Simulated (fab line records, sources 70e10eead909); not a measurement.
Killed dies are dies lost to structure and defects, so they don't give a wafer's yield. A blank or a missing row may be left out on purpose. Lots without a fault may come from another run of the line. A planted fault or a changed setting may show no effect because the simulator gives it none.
Which tool did it? | flow nand_harc | 12 lots, 36 wafers sampled, at 5 steps of a route of 1302

WHAT THE GAUGES READ, wafer by wafer
NHARC_P_GATE_CD_MEAS_26: target cd 120 nm. Usual: cd_nm 120.0 nm, standard deviation 0.65.
lot  | measured     | on        | cd_nm (nm)        | flag
L497 | day 4 23:19  | cd_sem-03 | 119.6 119.2 120.2 |
L500 | day 6 10:16  | cd_sem-01 | 119.7 120.4 119.6 |
L502 | day 7 08:16  | cd_sem-02 | 120.9 120.5 120.5 |
L504 | day 8 01:26  | cd_sem-01 | 120.9 120.4 120.4 |
L507 | day 9 09:28  | cd_sem-01 | 119.1 119.0 120.2 |
L509 | day 9 23:09  | cd_sem-01 | 119.7 119.1 120.1 |
L511 | day 11 04:49 | cd_sem-03 | 120.2 120.8 121.1 |
L513 | day 11 20:29 | cd_sem-02 | 119.8 119.5 120.2 |
L514 | day 12 14:25 | cd_sem-01 | 120.6 119.5 120.9 |
L515 | day 12 21:58 | cd_sem-02 | 120.3 120.1 120.7 |
L518 | day 13 15:25 | cd_sem-03 | 120.6 120.3 120.8 |
L519 | day 14 07:58 | cd_sem-02 | 119.3 119.9 120.6 |

NHARC_END_SORT_01. Usual: killed_at_array 57, standard deviation 20; killed_at_other 1.0, standard deviation 1.5; killed_at_periphery 3.5, standard deviation 2.5; killed_dies 62, standard deviation 21; killed_open 3.5, standard deviation 1.9; killed_short 2.4, standard deviation 1.6.
lot  | measured     | on        | killed_at_array | killed_at_other | killed_at_periphery | killed_dies | killed_open | killed_short | flag
L507 | day 28 19:05 | prober-01 | 39 52 45        | 2 0 1           | 3 2 4               | 44 54 50    | 4 3 6       | 2 1 3        |
L511 | day 30 10:13 | prober-02 | 59 71 74        | 1 1 0           | 3 4 1               | 63 76 75    | 3 5 8       | 1 3 0        |

WHICH TOOL RAN EACH LOT (tool, then ch and the chambers of the sampled wafers, then the start)
lot  | NHARC_P_GATE_ETCH_104              | NHARC_P_GATE_ALD_36               | NHARC_P_GATE_STRIP_112
L497 | rie_diel-03 ch 1,3, day 4 23:34    | ald_sin-04 ch 1,3, day 5 00:45    | plasma_asher-01 ch 0,1, day 5 13:44
L500 | rie_diel-05 ch 0,2,3, day 6 10:32  | ald_sin-04 ch 0,1,3, day 6 11:42  | plasma_asher-02 ch 0,1, day 7 00:31
L502 | rie_diel-05 ch 0,1, day 7 08:32    | ald_sin-01 ch 1,2,3, day 7 13:58  | plasma_asher-02 ch 0,1, day 8 01:04
L504 | rie_diel-02 ch 1,2, day 8 01:42    | ald_sin-02 ch 0,1, day 8 04:17    | plasma_asher-01 ch 0,1, day 8 17:51
L507 | rie_diel-05 ch 0,2, day 9 09:44    | ald_sin-02 ch 1,2,3, day 9 11:58  | plasma_asher-02 ch 0,1, day 9 23:45
L509 | rie_diel-02 ch 0,1,3, day 9 23:25  | ald_sin-01 ch 1,2,3, day 10 00:37 | plasma_asher-01 ch 1, day 10 13:25
L511 | rie_diel-05 ch 0,1,2, day 11 05:06 | ald_sin-04 ch 1,2,3, day 11 08:28 | plasma_asher-01 ch 0,1, day 11 19:08
L513 | rie_diel-05 ch 0,1,3, day 11 20:45 | ald_sin-02 ch 0,1, day 11 21:55   | plasma_asher-02 ch 0,1, day 12 10:43
L514 | rie_diel-05 ch 1,2, day 12 14:41   | ald_sin-04 ch 0,1, day 12 18:37   | plasma_asher-01 ch 0,1, day 13 06:32
L515 | rie_diel-02 ch 0,1,2, day 12 22:14 | ald_sin-01 ch 0,1,2, day 12 23:25 | plasma_asher-02 ch 0,1, day 13 12:08
L518 | rie_diel-02 ch 0,3, day 13 15:41   | ald_sin-01 ch 1,3, day 13 16:53   | plasma_asher-02 ch 0,1, day 14 06:08
L519 | rie_diel-02 ch 0,1,3, day 14 08:15 | ald_sin-04 ch 0,1,2, day 14 11:35 | plasma_asher-02 ch 0,1, day 14 22:17
- NHARC_P_GATE_ETCH_104: etches the open film in CF4/CHF3, target depth 60 nm.
- NHARC_P_GATE_ALD_36: deposits SiNx, target thk 20 nm, pulse time 60 s, ald cycles 223.
- NHARC_P_GATE_STRIP_112: strips in N2/H2, time 200 s.

WHAT THE TOOLS THEMSELVES READ (means of the sampled wafers that have a number; where no wafer has one, the mark that the record gives instead)
NHARC_P_GATE_ETCH_104. Usual: chamber_pressure_mTorr 24.995 mTorr, standard deviation 0.023; drypump_motor_current_A 5.5 A, standard deviation 0.34; oes_product_au 0.949 a.u., standard deviation 0.021; rf_vpp_V 371.4 V, standard deviation 2.2; showerhead_plenum_p_Torr 1.60 Torr, standard deviation 0.061; throttle_valve_pct 16.802 %, standard deviation 0.0089.
lot  | tool        | chamber_pressure_mTorr (mTorr) | drypump_motor_current_A (A) | oes_product_au (a.u.) | rf_vpp_V (V) | showerhead_plenum_p_Torr (Torr) | throttle_valve_pct (%) | flag
L497 | rie_diel-03 | 24.978                         | 5.5                         | 0.966                 | 370.0        | 1.57                            | 16.809                 |
L500 | rie_diel-05 | 24.995                         | 5.7                         | 0.933                 | 370.9        | 1.61                            | 16.801                 |
L502 | rie_diel-05 | 25.015                         | 5.3                         | 0.919                 | 373.4        | 1.65                            | 16.811                 |
L504 | rie_diel-02 | 24.998                         | 5.6                         | 0.919                 | 370.9        | 1.58                            | 16.811                 |
L507 | rie_diel-05 | 25.000                         | 5.5                         | 0.967                 | 370.6        | 1.57                            | 16.796                 |
L509 | rie_diel-02 | 24.987                         | 5.5                         | 0.970                 | 370.8        | 1.58                            | 16.806                 |
L511 | rie_diel-05 | 25.004                         | 5.4                         | 0.954                 | 371.8        | 1.61                            | 16.803                 |
L513 | rie_diel-05 | 24.997                         | 5.6                         | 0.765                 | 373.4        | 1.64                            | 16.804                 | OFF
L514 | rie_diel-05 | 24.985                         | 5.5                         | 0.761                 | 370.9        | 1.59                            | 16.806                 | OFF
L515 | rie_diel-02 | 25.001                         | 5.5                         | 0.928                 | 369.7        | 1.54                            | 16.801                 |
L518 | rie_diel-02 | 25.010                         | 5.4                         | 0.928                 | 368.9        | 1.54                            | 16.804                 |
L519 | rie_diel-02 | 24.994                         | 5.5                         | 0.981                 | 370.8        | 1.58                            | 16.801                 |

NHARC_P_GATE_ALD_36. Usual: heater_power_w 840 W, standard deviation 59; precursor_pulse_height_rel 1.001, standard deviation 0.02.
lot  | tool       | heater_power_w (W) | precursor_pulse_height_rel | flag
L497 | ald_sin-04 | 832                | 0.991                      |
L500 | ald_sin-04 | 864                | 0.992                      |
L502 | ald_sin-01 | 862                | 0.988                      |
L504 | ald_sin-02 | 835                | 0.992                      |
L507 | ald_sin-02 | 793                | 0.983                      |
L509 | ald_sin-01 | 867                | 1.010                      |
L511 | ald_sin-04 | 843                | 0.991                      |
L513 | ald_sin-02 | 857                | 1.004                      |
L514 | ald_sin-04 | 856                | 1.000                      |
L515 | ald_sin-01 | 844                | 0.993                      |
L518 | ald_sin-01 | 874                | 0.987                      |
L519 | ald_sin-04 | 815                | 1.015                      |

NHARC_P_GATE_STRIP_112. Usual: drypump_motor_current_A 5.75 A, standard deviation 0.3; heater_power_w 90 W, standard deviation 8.2.
lot  | tool            | drypump_motor_current_A (A) | heater_power_w (W) | flag
L497 | plasma_asher-01 | 5.74                        | 104                |
L500 | plasma_asher-02 | 5.73                        | 86                 |
L502 | plasma_asher-02 | 5.71                        | 85                 |
L504 | plasma_asher-01 | 6.02                        | 92                 |
L507 | plasma_asher-02 | 5.70                        | 85                 |
L509 | plasma_asher-01 | 6.28                        | 85                 |
L511 | plasma_asher-01 | 5.72                        | 94                 |
L513 | plasma_asher-02 | 5.60                        | 87                 |
L514 | plasma_asher-01 | 5.74                        | 96                 |
L515 | plasma_asher-02 | 5.60                        | 86                 |
L518 | plasma_asher-02 | 5.72                        | 86                 |
L519 | plasma_asher-02 | 5.63                        | 88                 |

THE ANSWER, worked out from the rows above alone
Rule: a lot is off if the mean of its wafers that have a number lies more than 3 standard deviations from the usual mean. A lot without any number at a reading at which 4 lots or more have one is off too. The other lots that the step has rows for count as sound. The gauges are gone through in route order, then the tools' own readings, and for those a lot's mean is taken as printed above. The first step at which some lot is off is used, and at that step the reading that is off furthest; a lot without a number counts as furthest.
Off: L513, L514, at NHARC_P_GATE_ETCH_104 (oes_product_au).
A tool fits if, at that step or a process step before it, it ran every lot that is off, and no sound lot after the first of them. One fits: rie_diel-05 at NHARC_P_GATE_ETCH_104. Its last sound lot is L511 (day 11 05:06), its first lot that is off L513 (day 11 20:45): a fault that began between those two fits.
The tool's own readings at NHARC_P_GATE_ETCH_104 bear it out: on the lots that are off they differ by more than 5 times the standard deviation of the sound lots' means. oes_product_au reads 0.763 a.u. there against 0.947 a.u. on the sound lots.

WHAT THE SIMULATOR HAD PUT IN
Process parameter drift: rie_diel-05, from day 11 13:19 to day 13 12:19, at NHARC_P_GATE_ETCH_104. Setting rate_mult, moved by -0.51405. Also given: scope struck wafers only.
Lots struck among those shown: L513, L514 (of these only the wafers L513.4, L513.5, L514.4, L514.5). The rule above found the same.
